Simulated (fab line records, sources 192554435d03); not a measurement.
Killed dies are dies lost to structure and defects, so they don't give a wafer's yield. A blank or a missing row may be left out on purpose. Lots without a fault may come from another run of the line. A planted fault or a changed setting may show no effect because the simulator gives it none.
fab line records | flow n5_finfet
record lots=7 wafers=21
route steps=1938 shown BEOL_M6@1212 BEOL_M7@1267 BEOL_M8@1339 BEOL_M9@1418 BEOL_M10@1513
start_h: hours from the record's first day to the start of the lot's first wafer shown | wait_h: hours since the lot's step before | " the same as in the row above | L1.1+2: a row that stands for several wafers | - no value, or no start given | * or withheld: withheld | < > ~ a bound
route shown NAME@n: a module of which the file shows steps, and the number in the route of the first | usual: mean/standard deviation of fault-free wafers | same: alike in all rows | chamber/n: place in a boat | sites: the reading at each site | _std_site: their standard deviation | _edge_site: outer sites' mean less inner sites' | radius_mm: how far each site lies from the wafer's centre | mask NAME#n: copy n | behind: the tool/chamber that last shaped the wafer | hold: why the lot was held/for how many hours/how that ended | device: the transistor (n, p or np) that didn't switch | end of line: the same wafers' tests at the end of the route | a step without rows: its recipe alone | killed: dies lost to structure and defects at the first sort, not the wafer's yield | map: a wafer's dies, x killed, . not, _ none there
set.NAME: the setting as run; set.NAME@STEP: as run at that earlier step | model.NAME: the simulator's own value behind a step, which no gauge read
lots whose settings were changed on purpose; a table a step, a row a wafer
## steps
# step N5_BEOL_M6_ETCH_62
# recipe chemistry=N2/H2 target=SOC target_depth_a=1100 overetch_a=220 mask_material=SiARC temp_c=40 time_s=165 ion_energy_ev=200 pressure_mtorr=30 source_w=840 bias_w=150 n2_flow_sccm=200 h2_flow_sccm=200
# usual rf_vpp_V=524.5/2.1
# columns lot.wafer tool chamber start_h wait_h set.bias_w rf_vpp_V
L081.1 rie_diel-04 2 217.54 0.0 150 526.3
L081.3 " 0 " " 150 525.8
L081.4 " 1 " " 150 527.0
L080.2 rie_diel-06 2 217.70 0.0 166.2 560.5
L080.3 " 3 " " 166.2 560.6
L080.5 " 3 " " 150 524.0
L082.1 rie_diel-04 0 246.43 0.0 150 526.2
L082.3 " 3 " " 150 523.1
L082.4 " 0 " " 150 526.3
L083.1 rie_diel-06 0 256.32 0.0 156.8 534.4
L083.4 " 3 " " 150 525.0
L083.6 " 1 " " 156.8 541.8
L088.3 rie_diel-04 2 282.71 0.0 150 526.9
L088.4 " 3 " " 139.7 497.6
L088.5 " 0 " " 150 525.7
L093.2 rie_diel-05 1 326.54 0.0 138.2 498.0
L093.4 " 3 " " 150 521.9
L093.5 " 3 " " 150 522.1
L094.1 rie_diel-06 2 333.06 0.0 135.3 490.1
L094.2 " 1 " " 150 525.5
L094.5 " 0 " " 135.3 493.3
# step N5_BEOL_M6_COAT_71
# recipe resist=underlayer temp_c=205 time_s=60 spin_rpm=1500 resist_thk_nm=5
# columns lot.wafer tool chamber start_h wait_h set.spin_rpm
L081.1+3+4 litho_track-05 0 - - 1500
L080.2+3+5 litho_track-03 0 - - 1500
L082.1+3 litho_track-02 0 - - 1619
L082.4 " 0 " " 1500
L083.1+4 litho_track-03 0 - - 1500
L083.6 " 0 " " 1622
L088.3+5 litho_track-05 0 - - 1560
L088.4 " 0 " " 1500
L093.2+4 litho_track-03 0 - - 1634
L093.5 " 0 " " 1500
L094.1 litho_track-05 0 - - 1500
L094.2+5 " 0 " " 1542
# step N5_BEOL_M6_COAT_22
# recipe resist=CAR-EUV spin_rpm=1500 resist_thk_nm=30
# step N5_BEOL_M6_EBR_24
# recipe solvent=PGMEA ebr_width_mm=1.5
# step N5_BEOL_M6_DESCUM_33
# recipe chemistry=O2 time_s=7 source_power_w=50 bias_power_w=20 pressure_mtorr=20 rf_frequency_hz=2.712e+07 temp_c=40 resist=CAR-EUV o2_flow_sccm=225
# step N5_BEOL_M6_ETCH_72
# recipe chemistry=N2/H2 target=underlayer target_depth_a=65 mask_material=CAR-EUV time_s=5.2 ion_energy_ev=200 pressure_mtorr=30 source_w=840 bias_w=150 n2_flow_sccm=200 h2_flow_sccm=200 ends=cleared
# columns lot.wafer tool chamber start_h wait_h set.spin_rpm@BEOL_M6_COAT_71 model.etch.depth_nm
L081.1 rie_diel-04 0 218.51 0.0 1500 5.006
L081.3 " 3 " " 1500 4.986
L081.4 " 2 " " 1500 4.981
L080.2 rie_diel-06 3 218.59 0.0 1500 4.985
L080.3 " 2 " " 1500 4.978
L080.5 " 0 " " 1500 5.006
L082.1 rie_diel-05 0 249.06 0.0 1619 4.793
L082.3 " 1 " " 1619 4.811
L082.4 " 0 " " 1500 4.983
L083.1 rie_diel-05 0 258.79 0.0 1500 4.991
L083.4 " 0 " " 1500 5.006
L083.6 " 1 " " 1622 4.806
L088.3 rie_diel-06 3 284.23 0.0 1560 4.925
L088.4 " 2 " " 1500 5.013
L088.5 " 0 " " 1560 4.915
L093.2 rie_diel-04 3 331.15 0.0 1634 4.79
L093.4 " 1 " " 1634 4.784
L093.5 " 1 " " 1500 5.008
L094.1 rie_diel-04 0 334.76 0.0 1500 4.979
L094.2 " 1 " " 1542 4.913
L094.5 " 1 " " 1542 4.909
# step N5_BEOL_M7_HM_DEP_02
# recipe material=TiN target_thk_a=200 temp_c=25 chamber_pressure_pa=0.49996
# columns lot.wafer tool chamber start_h wait_h set.target_thk_a model.TiN_of_BEOL_M7_HM_DEP_02.thk_nm
L081.1+3+4 pvd_sputter-03 - 224.28 2.3 200 20
L080.2+3 pvd_sputter-01 - 224.31 2.3 185 18.8
L080.5 " - " " 200 20.2
L082.1 pvd_sputter-02 - 255.22 2.6 200 20.4
L082.3+4 " - " " 200 20
L083.1 pvd_sputter-02 - 263.24 0.5 200 20.6
L083.4+6 " - " " 219.6 22
L088.3 pvd_sputter-02 - 289.76 1.2 200 19.8
L088.4+5 " - " " 200 20.6
L093.2 pvd_sputter-01 - 336.92 0.4 221.3 21.8
L093.4 " - " " 200 19.8
L093.5 " - " " 221.3 22.4
L094.1 pvd_sputter-02 - 340.32 1.1 200 19.8
L094.2 " - " " 222.4 23
L094.5 " - " " 200 20
# step N5_BEOL_M7_COAT_05
# recipe resist=CAR-ArF spin_rpm=1500 resist_thk_nm=90
# columns lot.wafer tool chamber start_h wait_h set.spin_rpm model.CAR-ArF_of_BEOL_M7_COAT_05.thk_nm
L081.1+3+4 litho_track-01 0 - - 1500 90.2
L080.2 litho_track-05 0 - - 1500 90
L080.3 " 0 " " 1624 86.8
L080.5 " 0 " " 1500 90.6
L082.1 litho_track-04 0 - - 1500 89.6
L082.3+4 " 0 " " 1605 86.8
L083.1 litho_track-04 0 - - 1500 89.8
L083.4 " 0 " " 1563 88
L083.6 " 0 " " 1563 88.2
L088.3+4+5 litho_track-04 0 - - 1500 89.6
L093.2+5 litho_track-05 0 - - 1500 90
L093.4 " 0 " " 1500 90.4
L094.1+2+5 litho_track-01 0 - - 1647 86.2
# step N5_BEOL_M7_EBR_07
# recipe solvent=PGMEA ebr_width_mm=1.5
# step N5_BEOL_M7_SOFTBAKE_06
# recipe temp_c=110 time_s=60 resist=CAR-ArF
# step N5_BEOL_M7_EXPOSE_08
# recipe mask_id=M7 na=1.35 source_shape=dipole sigma_inner=0.817 sigma_outer=0.97 polarization=te dose_mj=68.25
# step N5_BEOL_M7_PEB_09
# recipe peb_temp_c=withheld peb_time_s=60 resist=CAR-ArF
# step N5_BEOL_M7_DEVELOP_10
# recipe develop_time_s=30 developer=TMAH resist=CAR-ArF rinse_liquid=diw dry=air_spin dev_temp_c=23
# columns lot.wafer tool chamber start_h wait_h set.spin_rpm@BEOL_M7_COAT_05 model.CAR-ArF_of_BEOL_M7_COAT_05.thk_nm
L081.1 litho_track-01 0 - - 1500 88.6
L081.3+4 " 0 " " 1500 88.4
L080.2 litho_track-04 0 - - 1500 88.2
L080.3 " 0 " " 1624 85
L080.5 " 0 " " 1500 88.8
L082.1 litho_track-05 0 - - 1500 88
L082.3 " 0 " " 1605 85.2
L082.4 " 0 " " 1605 85
L083.1 litho_track-01 0 - - 1500 88.2
L083.4 " 0 " " 1563 86.2
L083.6 " 0 " " 1563 86.4
L088.3 litho_track-01 0 - - 1500 87.8
L088.4+5 " 0 " " 1500 88
L093.2+5 litho_track-05 0 - - 1500 88.2
L093.4 " 0 " " 1500 88.6
L094.1 litho_track-04 0 - - 1647 84.6
L094.2+5 " 0 " " 1647 84.4
# step N5_BEOL_M7_DESCUM_16
# recipe chemistry=O2 time_s=7.9 source_power_w=50 bias_power_w=20 pressure_mtorr=20 rf_frequency_hz=2.712e+07 temp_c=40 resist=CAR-ArF o2_flow_sccm=225
# columns lot.wafer tool chamber start_h wait_h set.spin_rpm@BEOL_M7_COAT_05 model.CAR-ArF_of_BEOL_M7_COAT_05.thk_nm
L081.1 rie_diel-01 3 224.74 0.0 1500 83.8
L081.3+4 " 2,1 " " 1500 83.6
L080.2 rie_diel-03 2 224.90 0.0 1500 83.4
L080.3 " 1 " " 1624 80.4
L080.5 " 3 " " 1500 83.8
L082.1 rie_diel-03 0 255.89 0.1 1500 83.2
L082.3 " 2 " " 1605 80.4
L082.4 " 2 " " 1605 80.2
L083.1 rie_diel-02 2 263.82 0.0 1500 83.2
L083.4 " 2 " " 1563 81.4
L083.6 " 1 " " 1563 81.6
L088.3+5 rie_diel-01 3,1 290.48 0.2 1500 83.2
L088.4 " 2 " " 1500 83
L093.2 rie_diel-02 3 337.38 0.0 1500 83.6
L093.4 " 0 " " 1500 83.8
L093.5 " 2 " " 1500 83.4
L094.1 rie_diel-01 3 341.04 0.0 1647 79.8
L094.2+5 " 1,0 " " 1647 79.6
# step N5_BEOL_M7_ETCH_61
# recipe chemistry=CF4 target=SiARC target_depth_a=455 mask_material=CAR-ArF time_s=75.8 ion_energy_ev=80 pressure_mtorr=40 source_w=545 bias_w=36 Ar_flow_sccm=100 cf4_flow_sccm=100 ends=cleared
# step N5_BEOL_M7_ETCH_62
# recipe chemistry=N2/H2 target=SOC target_depth_a=1100 overetch_a=220 mask_material=SiARC temp_c=40 time_s=165 ion_energy_ev=200 pressure_mtorr=30 source_w=840 bias_w=150 n2_flow_sccm=200 h2_flow_sccm=200
# step N5_BEOL_M7_STRIP_68
# recipe chemistry=N2/H2 temp_c=40 n2_flow_sccm=200 h2_flow_sccm=200 rf_frequency_hz=6e+07
# step N5_BEOL_M7_STRIP_67
# recipe chemistry=CF4 resist=SiARC power_w=300 bias_power_w=75 pressure_mtorr=50 cf4_flow_sccm=150 rf_frequency_hz=6e+07
# step N5_BEOL_M7_HM_OPEN_17
# recipe chemistry=Cl2/BCl3 target_depth_a=200 overetch_a=60 target=TiN mask_material=SOC ion_energy_ev=150 pressure_mtorr=10 icp_w=1000 bias_w=126 Cl2_flow_sccm=53.25 bcl3_flow_sccm=21.75 Ar_flow_sccm=25
# columns lot.wafer tool chamber start_h wait_h set.target_thk_a@BEOL_M7_HM_DEP_02 model.etch.depth_nm
L081.1 rie_metal-01 0 225.02 0.0 200 19.96
L081.3 " 1 " " 200 20.06
L081.4 " 0 " " 200 20.05
L080.2+3 rie_metal-02 1 225.21 0.1 185 18.78
L080.5 " 1 " " 200 20.24
L082.1 rie_metal-03 1 256.17 0.0 200 20.48
L082.3 " 1 " " 200 19.96
L082.4 " 1 " " 200 19.92
L083.1 rie_metal-01 1 264.10 0.0 200 20.66
L083.4 " 0 " " 219.6 21.93
L083.6 " 0 " " 219.6 22.06
L088.3 rie_metal-02 1 290.79 0.1 200 19.74
L088.4 " 0 " " 200 20.54
L088.5 " 1 " " 200 20.53
L093.2 rie_metal-02 1 337.75 0.1 221.3 21.79
L093.4 " 1 " " 200 19.81
L093.5 " 0 " " 221.3 22.35
L094.1 rie_metal-03 1 341.32 0.0 200 19.83
L094.2 " 0 " " 222.4 23.08
L094.5 " 1 " " 200 20.08
# step N5_BEOL_M7_STRIP_19
# recipe chemistry=O2 power_w=400 temp_c=40 pressure_mtorr=30 rf_frequency_hz=6e+07 bias_power_w=0 overash_fraction=0.2 o2_flow_sccm=225
# step N5_BEOL_M7_STRIP_76
# recipe chemistry=C4F6/O2 resist=SiARC rf_frequency_hz=6e+07
# step N5_BEOL_M7_STRIP_36
# recipe chemistry=N2/H2 power_w=450 temp_c=40 pressure_mtorr=20 rf_frequency_hz=6e+07 overash_fraction=0.3 bias_power_w=7 h2_frac=0.5 n2_flow_sccm=200 h2_flow_sccm=200
# step N5_BEOL_M7_TRENCH_ETCH_37
# recipe chemistry=C4F6/O2 target_depth_a=934.78 target=SiCOH_lowk time_s=31.2 ion_energy_ev=250 pressure_mtorr=30 source_w=345 bias_w=185 Ar_flow_sccm=300 C4F6_flow_sccm=10 O2_flow_sccm=10
# columns lot.wafer tool chamber start_h wait_h set.target_thk_a@BEOL_M7_HM_DEP_02 model.TiN_of_BEOL_M7_HM_DEP_02.thk_nm
L081.1+3+4 rie_diel-03 3,1,2 - - 200 17.4
L080.2 rie_diel-03 3 - - 185 16.2
L080.3 " 2 " " 185 16
L080.5 " 1 " " 200 17.6
L082.1 rie_diel-03 0 - - 200 17.8
L082.3+4 " 1,2 " " 200 17.2
L083.1 rie_diel-03 0 - - 200 18
L083.4+6 " 1,2 " " 219.6 19.4
L088.3 rie_diel-03 3 - - 200 17.2
L088.4 " 0 " " 200 18
L088.5 " 1 " " 200 17.8
L093.2 rie_diel-01 3 - - 221.3 19.2
L093.4 " 2 " " 200 17
L093.5 " 2 " " 221.3 19.6
L094.1 rie_diel-02 3 - - 200 17.2
L094.2 " 0 " " 222.4 20.4
L094.5 " 0 " " 200 17.4
# step N5_BEOL_M8_COAT_05
# recipe resist=CAR-ArF spin_rpm=1500 resist_thk_nm=90
# columns lot.wafer tool chamber start_h wait_h set.spin_rpm model.CAR-ArF_of_BEOL_M8_COAT_05.thk_nm
L081.1 litho_track-03 0 - - 1500 90.4
L081.3 " 0 " " 1500 90
L081.4 " 0 " " 1500 90.2
L080.2 litho_track-02 0 - - 1500 89.8
L080.3 " 0 " " 1500 90
L080.5 " 0 " " 1500 90.4
L082.1+4 litho_track-03 0 - - 1500 90.4
L082.3 " 0 " " 1586 87.8
L083.1+4 litho_track-01 0 - - 1500 90
L083.6 " 0 " " 1500 89.8
L088.3 litho_track-01 0 - - 1439 91.8
L088.4 " 0 " " 1439 92
L088.5 " 0 " " 1500 89.8
L093.2 litho_track-03 0 - - 1500 89.8
L093.4 " 0 " " 1500 90
L093.5 " 0 " " 1643 85.6
L094.1 litho_track-02 0 - - 1341 95.8
L094.2 " 0 " " 1500 90.6
L094.5 " 0 " " 1341 95.6
# step N5_BEOL_M8_EBR_07
# recipe solvent=PGMEA ebr_width_mm=1.5
# step N5_BEOL_M8_SOFTBAKE_06
# recipe temp_c=110 time_s=60 resist=CAR-ArF
# step N5_BEOL_M8_EXPOSE_08
# recipe mask_id=M8 na=1.35 source_shape=dipole sigma_inner=0.817 sigma_outer=0.97 polarization=te dose_mj=68.25
# step N5_BEOL_M8_PEB_09
# recipe peb_temp_c=withheld peb_time_s=60 resist=CAR-ArF
# step N5_BEOL_M8_DEVELOP_10
# recipe develop_time_s=30 developer=TMAH resist=CAR-ArF rinse_liquid=diw dry=air_spin dev_temp_c=23
# columns lot.wafer tool chamber start_h wait_h set.spin_rpm@BEOL_M8_COAT_05 model.CAR-ArF_of_BEOL_M8_COAT_05.thk_nm
L081.1 litho_track-01 0 - - 1500 88.8
L081.3+4 " 0 " " 1500 88.4
L080.2 litho_track-03 0 - - 1500 88
L080.3 " 0 " " 1500 88.2
L080.5 " 0 " " 1500 88.6
L082.1 litho_track-03 0 - - 1500 88.8
L082.3 " 0 " " 1586 86.2
L082.4 " 0 " " 1500 88.6
L083.1 litho_track-02 0 - - 1500 88.2
L083.4 " 0 " " 1500 88.4
L083.6 " 0 " " 1500 88
L088.3 litho_track-02 0 - - 1439 90
L088.4 " 0 " " 1439 90.4
L088.5 " 0 " " 1500 88.2
L093.2 litho_track-03 0 - - 1500 88
L093.4 " 0 " " 1500 88.2
L093.5 " 0 " " 1643 84
L094.1 litho_track-02 0 - - 1341 94
L094.2 " 0 " " 1500 89
L094.5 " 0 " " 1341 93.8
# step N5_BEOL_M8_DESCUM_16
# recipe chemistry=O2 time_s=7.9 source_power_w=50 bias_power_w=20 pressure_mtorr=20 rf_frequency_hz=2.712e+07 temp_c=40 resist=CAR-ArF o2_flow_sccm=225
# columns lot.wafer tool chamber start_h wait_h set.spin_rpm@BEOL_M8_COAT_05 model.CAR-ArF_of_BEOL_M8_COAT_05.thk_nm
L081.1 rie_diel-06 2 233.37 0.0 1500 84
L081.3+4 " 0,1 " " 1500 83.6
L080.2 rie_diel-04 3 237.05 0.3 1500 83
L080.3 " 2 " " 1500 83.4
L080.5 " 2 " " 1500 83.8
L082.1 rie_diel-04 0 263.60 0.0 1500 84
L082.3 " 1 " " 1586 81.4
L082.4 " 1 " " 1500 83.8
L083.1+4+6 rie_diel-04 1,0,2 272.65 0.0 1500 83.4
L088.3 rie_diel-06 2 302.15 0.1 1439 85.2
L088.4 " 2 " " 1439 85.6
L088.5 " 3 " " 1500 83.2
L093.2 rie_diel-06 1 345.29 0.0 1500 83.2
L093.4 " 2 " " 1500 83.4
L093.5 " 0 " " 1643 79.2
L094.1 rie_diel-05 0 347.32 0.1 1341 89.4
L094.2 " 1 " " 1500 84.2
L094.5 " 1 " " 1341 89
# step N5_BEOL_M9_ETCH_61
# recipe chemistry=CF4 target=SiARC target_depth_a=390 mask_material=CAR-ArF time_s=65 ion_energy_ev=80 pressure_mtorr=40 source_w=545 bias_w=36 Ar_flow_sccm=100 cf4_flow_sccm=100 ends=cleared
# usual etch_rf_on_time_s=65.5/2.5 rf_vpp_V=184.0/1.1
# columns lot.wafer tool chamber start_h wait_h set.source_w etch_rf_on_time_s rf_vpp_V
L081.1 rie_diel-01 3 245.15 0.0 545 67.4 183.8
L081.3 " 1 " " 545 66.1 184.5
L081.4 " 0 " " 545 65.2 185.1
L080.2 rie_diel-02 1 247.45 0.0 545 66.4 183.8
L080.3 " 0 " " 636.6 56.8 173.4
L080.5 " 1 " " 636.6 57.5 172.7
L082.1 rie_diel-01 1 272.36 0.0 467.1 77.8 193.1
L082.3 " 3 " " 467.1 79.1 195.4
L082.4 " 2 " " 545 64.7 184.7
L083.1 rie_diel-01 2 279.67 0.0 545 63.2 183.9
L083.4 " 0 " " 545 65.4 184.4
L083.6 " 0 " " 545 66.0 185.3
L088.3 rie_diel-03 0 308.80 0.0 457.4 78.4 196.7
L088.4 " 0 " " 545 67.4 185.0
L088.5 " 1 " " 545 68.5 182.2
L093.2 rie_diel-03 2 354.34 0.0 545 63.9 183.6
L093.4 " 0 " " 631.5 59.0 175.8
L093.5 " 2 " " 631.5 56.1 172.9
L094.1 rie_diel-03 0 354.64 0.0 599.2 61.0 178.4
L094.2 " 2 " " 545 63.4 184.6
L094.5 " 1 " " 599.2 62.3 177.8
# step N5_BEOL_M9_ETCH_62
# recipe chemistry=N2/H2 target=SOC target_depth_a=1100 overetch_a=220 mask_material=SiARC temp_c=40 time_s=165 ion_energy_ev=200 pressure_mtorr=30 source_w=840 bias_w=150 n2_flow_sccm=200 h2_flow_sccm=200
# usual rf_vpp_V=523.5/2.4
# columns lot.wafer tool chamber start_h wait_h set.source_w rf_vpp_V
L081.1 rie_diel-01 3 245.20 0.0 840 521.3
L081.3 " 1 " " 840 520.0
L081.4 " 0 " " 840 525.5
L080.2 rie_diel-02 1 247.50 0.0 840 519.9
L080.3 " 0 " " 904.9 512.5
L080.5 " 1 " " 904.9 506.7
L082.1 rie_diel-01 1 272.41 0.0 840 521.7
L082.3 " 3 " " 840 523.0
L082.4 " 2 " " 923.3 510.8
L083.1 rie_diel-01 2 279.72 0.0 840 525.2
L083.4 " 0 " " 880.4 516.7
L083.6 " 0 " " 840 526.0
L088.3 rie_diel-03 0 308.85 0.0 690 558.4
L088.4 " 0 " " 840 524.9
L088.5 " 1 " " 840 521.8
L093.2 rie_diel-03 2 354.39 0.0 840 522.4
L093.4 " 0 " " 840 525.1
L093.5 " 2 " " 840 522.5
L094.1 rie_diel-03 0 354.69 0.0 840 523.8
L094.2 " 2 " " 840 523.7
L094.5 " 1 " " 946.9 502.3
# step N5_BEOL_M10_ETCH_41
# recipe chemistry=CH3F/O2 target=SiCN target_depth_a=426 taper_deg=2 time_s=86 ion_energy_ev=120 mask_material=TiN pressure_mtorr=30 source_w=395 bias_w=75 Ar_flow_sccm=150 CH3F_flow_sccm=30 O2_flow_sccm=20
# usual rf_vpp_V=297.7/1.5
# columns lot.wafer tool chamber start_h wait_h set.source_w rf_vpp_V
L081.1 rie_diel-04 1 - - 395 297.3
L081.3 " 2 " " 395 299.7
L081.4 " 2 " " 395 299.0
L080.2 rie_diel-06 0 - - 395 295.5
L080.3 " 3 " " 395 296.2
L080.5 " 3 " " 395 298.1
L082.1 rie_diel-06 2 - - 395 298.1
L082.3 " 1 " " 395 296.2
L082.4 " 3 " " 395 296.7
L083.1 rie_diel-05 2 - - 455.9 286.0
L083.4 " 2 " " 395 299.4
L083.6 " 0 " " 395 295.6
L088.3 rie_diel-05 2 - - 373.1 304.9
L088.4 " 3 " " 395 297.4
L088.5 " 1 " " 395 296.4
L093.2 rie_diel-05 0 - - 395 297.0
L093.4 " 2 " " 395 297.4
L093.5 " 1 " " 395 298.2
L094.1 rie_diel-05 0 - - 337.4 312.2
L094.2 " 1 " " 337.4 313.4
L094.5 " 0 " " 395 296.7
## key
split step=N5_BEOL_M6_ETCH_62 setting=bias_w stated=150 by=wafer
response step=N5_BEOL_M6_ETCH_62 reading=rf_vpp_V change=+3.42 per=1% r=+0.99
split step=N5_BEOL_M6_COAT_71 setting=spin_rpm stated=1500 by=wafer
response step=N5_BEOL_M6_ETCH_72 reading=model.etch.depth_nm change=-0.0238 per=1% r=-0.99
split step=N5_BEOL_M7_HM_DEP_02 setting=target_thk_a stated=200 by=wafer
response step=N5_BEOL_M7_HM_DEP_02 reading=model.TiN_of_BEOL_M7_HM_DEP_02.thk_nm change=+0.213 per=1% r=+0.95
response step=N5_BEOL_M7_HM_OPEN_17 reading=model.etch.depth_nm change=+0.213 per=1% r=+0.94
response step=N5_BEOL_M7_TRENCH_ETCH_37 reading=model.TiN_of_BEOL_M7_HM_DEP_02.thk_nm change=+0.218 per=1% r=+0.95
split step=N5_BEOL_M7_COAT_05 setting=spin_rpm stated=1500 by=wafer
response step=N5_BEOL_M7_COAT_05 reading=model.CAR-ArF_of_BEOL_M7_COAT_05.thk_nm change=-0.412 per=1% r=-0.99
response step=N5_BEOL_M7_DEVELOP_10 reading=model.CAR-ArF_of_BEOL_M7_COAT_05.thk_nm change=-0.424 per=1% r=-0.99
response step=N5_BEOL_M7_DESCUM_16 reading=model.CAR-ArF_of_BEOL_M7_COAT_05.thk_nm change=-0.399 per=1% r=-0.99
split step=N5_BEOL_M8_COAT_05 setting=spin_rpm stated=1500 by=wafer
response step=N5_BEOL_M8_COAT_05 reading=model.CAR-ArF_of_BEOL_M8_COAT_05.thk_nm change=-0.469 per=1% r=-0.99
response step=N5_BEOL_M8_DEVELOP_10 reading=model.CAR-ArF_of_BEOL_M8_COAT_05.thk_nm change=-0.449 per=1% r=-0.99
response step=N5_BEOL_M8_DESCUM_16 reading=model.CAR-ArF_of_BEOL_M8_COAT_05.thk_nm change=-0.457 per=1% r=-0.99
split step=N5_BEOL_M9_ETCH_61 setting=source_w stated=545 by=wafer
response step=N5_BEOL_M9_ETCH_61 reading=etch_rf_on_time_s change=* per=1% r=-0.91
response step=N5_BEOL_M9_ETCH_61 reading=rf_vpp_V change=-0.675 per=1% r=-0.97
split step=N5_BEOL_M9_ETCH_62 setting=source_w stated=840 by=wafer
response step=N5_BEOL_M9_ETCH_62 reading=rf_vpp_V change=-1.72 per=1% r=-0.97
split step=N5_BEOL_M10_ETCH_41 setting=source_w stated=395 by=wafer
response step=N5_BEOL_M10_ETCH_41 reading=rf_vpp_V change=-0.948 per=1% r=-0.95
